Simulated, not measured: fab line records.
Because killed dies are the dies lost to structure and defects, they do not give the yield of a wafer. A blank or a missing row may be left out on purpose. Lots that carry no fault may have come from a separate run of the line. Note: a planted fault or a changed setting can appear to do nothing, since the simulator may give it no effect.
Chamber matching + flow nand_harc + rie_diel-11 running NHARC_A_STAIRCASE_DESCUM_219: 4 sister chambers
The step chemistry O2, time 3 s. 7 wafers are shown with their chamber, then 8 later ones without.

EACH WAFER AND ITS CHAMBER
| wafer  | chamber | oes_product_au (a.u.) | throttle_valve_pct (%) |
|--------|---------|-----------------------|------------------------|
| L080.2 | 3       | 1.001                 | 11.314                 |
| L084.3 | 0       | 1.016                 | 11.303                 |
| L084.4 | 1       | 0.971                 | 11.311                 |
| L091.3 | 1       | 0.967                 | 11.315                 |
| L091.4 | 3       | 1.010                 | 11.299                 |
| L091.5 | 2       | 0.982                 | 11.316                 |
| L095.2 | 2       | 0.987                 | 11.322                 |

WAFERS WITHOUT THEIR CHAMBER
| wafer  | oes_product_au (a.u.) | throttle_valve_pct (%) |
|--------|-----------------------|------------------------|
| L095.3 | 1.009                 | 11.315                 |
| L095.5 | 1.005                 | 11.314                 |
| L096.3 | 0.963                 | 11.308                 |
| L096.5 | 1.006                 | 11.318                 |
| L096.6 | 1.001                 | 11.311                 |
| L097.1 | 0.980                 | 11.308                 |
| L097.3 | 1.012                 | 11.308                 |
| L097.4 | 0.972                 | 11.303                 |

THE CHAMBER EACH PASSED THROUGH
| wafer  | from the rows above     | in truth |
|--------|-------------------------|----------|
| L095.3 | can't be placed: 3 or 0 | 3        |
| L095.5 | can't be placed: 3 or 0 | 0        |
| L096.3 | 1                       | 1        |
| L096.5 | can't be placed: 3 or 0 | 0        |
| L096.6 | 3                       | 3        |
| L097.1 | can't be placed: 2 or 1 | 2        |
| L097.3 | can't be placed: 0 or 3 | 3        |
| L097.4 | 1                       | 1        |
3 of 8 placed correctly. Not placeable from these rows: 5 (in 5, the candidates include the true chamber). Wrongly placed: 0.
How it was worked out, from the rows above alone: a wafer's distance from a chamber is the root of the sum, over the readings, of the square of ((its reading less the chamber's mean) divided by the reading's scatter). If the next closest chamber is less than 2 further off than the closest, the wafer can't be placed; otherwise it belongs to the closest. A chamber's mean is the mean of its shown wafers. The scatter: take each reading less its chamber's mean, square it, sum over the shown wafers, divide by the number of wafers less the number of chambers, and take the root.
